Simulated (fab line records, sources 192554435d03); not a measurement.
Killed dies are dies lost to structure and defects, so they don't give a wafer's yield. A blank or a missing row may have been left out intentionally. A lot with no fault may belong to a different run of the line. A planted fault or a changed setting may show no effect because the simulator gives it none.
Lot-split experiment -- flow n5Finfet -- on a route of 1938 steps: 7 lots, 21 wafers read

ABOUT THE SPLIT
At N5_MIM_BOT_SPUTTER_00 (material TiN, target thk 35 nm, time 89.7 s), the setting timeS was moved away from the recipe's 89.7 s on 8 of the 21 wafers read, by -12.3% to +9.8%. The other wafers ran this setting at the recipe's value.

Reading taken at the split's own step.

THE READING
TiN_of_MIM_BOT_SPUTTER_00.thkNm (the simulator's own value, which no gauge read), in nm, at N5_MIM_BOT_SPUTTER_00 (material TiN, target thk 35 nm, time 89.7 s). There is no usual value for it anywhere in the file. The 13 wafers here that ran the recipe average 35.1 nm, standard deviation 0.52 nm.

wafer,"tool, chamber at the split","timeS as run, s",against the recipe,"TiN_of_MIM_BOT_SPUTTER_00.thkNm, nm",against lot-mates on the recipe
L078.1,"pvdSputter-03, -",89.7,recipe,35,-
L078.4,"pvdSputter-03, -",89.7,recipe,34.4,-
L078.6,"pvdSputter-03, -",89.7,recipe,34.8,-
L077.1,"pvdSputter-02, -",89.7,recipe,35.2,-
L077.2,"pvdSputter-02, -",89.7,recipe,35.2,-
L077.5,"pvdSputter-02, -",84.5,-5.8%,33.2,-2.0
L086.2,"pvdSputter-02, -",89.7,recipe,36.2,-
L086.4,"pvdSputter-02, -",89.7,recipe,35.8,-
L086.5,"pvdSputter-02, -",89.7,recipe,35.8,-
L087.2,"pvdSputter-03, -",98.53,+9.8%,38.4,+3.6
L087.3,"pvdSputter-03, -",98.53,+9.8%,39,+4.2
L087.5,"pvdSputter-03, -",89.7,recipe,34.8,-
L093.1,"pvdSputter-03, -",89.7,recipe,35.2,-
L093.2,"pvdSputter-03, -",89.7,recipe,34.4,-
L093.6,"pvdSputter-03, -",96.06,+7.1%,37.6,+2.8
L094.3,"pvdSputter-03, -",78.69,-12.3%,30,-4.8
L094.4,"pvdSputter-03, -",89.7,recipe,34.8,-
L094.5,"pvdSputter-03, -",78.69,-12.3%,30.8,-4.0
L097.3,"pvdSputter-01, -",89.7,recipe,35,-
L097.4,"pvdSputter-01, -",96.37,+7.4%,37.4,+2.4
L097.6,"pvdSputter-01, -",96.37,+7.4%,37.6,+2.6

THE FIT
A straight line over all 21 wafers: TiN_of_MIM_BOT_SPUTTER_00.thkNm changes by +0.364 nm for each +1% of timeS; r = +0.98; the points scatter about the line by 0.48 nm.
The same after taking each lot's own level away (the mean of its wafers on the recipe; 21 wafers): +0.367 nm for each +1%; r = +0.99; scatter 0.28 nm.
On that fit, the largest move of timeS shifts the reading by 4.5 nm.
Measured against the standard deviation above, the lots' own levels, which go from 34.73 to 35.93 nm, span 2.3 times it.
So the lot-to-lot level changes the slope little: the two slopes agree.
Check: with one of the wafers moved furthest among these (-12.3%) left out of the fit, the line predicts -4.34 nm for it against its lot-mates. It came out at -4.8 nm against them.

THESE WAFERS: OTHER SPLITS
Before the reading, these wafers also passed through other splits. Each is held against what the fit with the lots' levels taken away leaves over:
other split on the same wafers,wafers away from the commonest value,r with TiN_of_MIM_BOT_SPUTTER_00.thkNm (lot level and that fit taken away)
N5_BEOL_M12_EXPOSE_07 doseMj,6,+0.29
N5_BEOL_M13_SPUTTER_44 timeS,6,-0.45
N5_BEOL_M15_TRENCH_ETCH_34 biasW,8,+0.48

THE FILE'S OWN FIT
TiN_of_MIM_BOT_SPUTTER_00.thkNm changes by +0.368 nm for each +1% of timeS, r = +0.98.
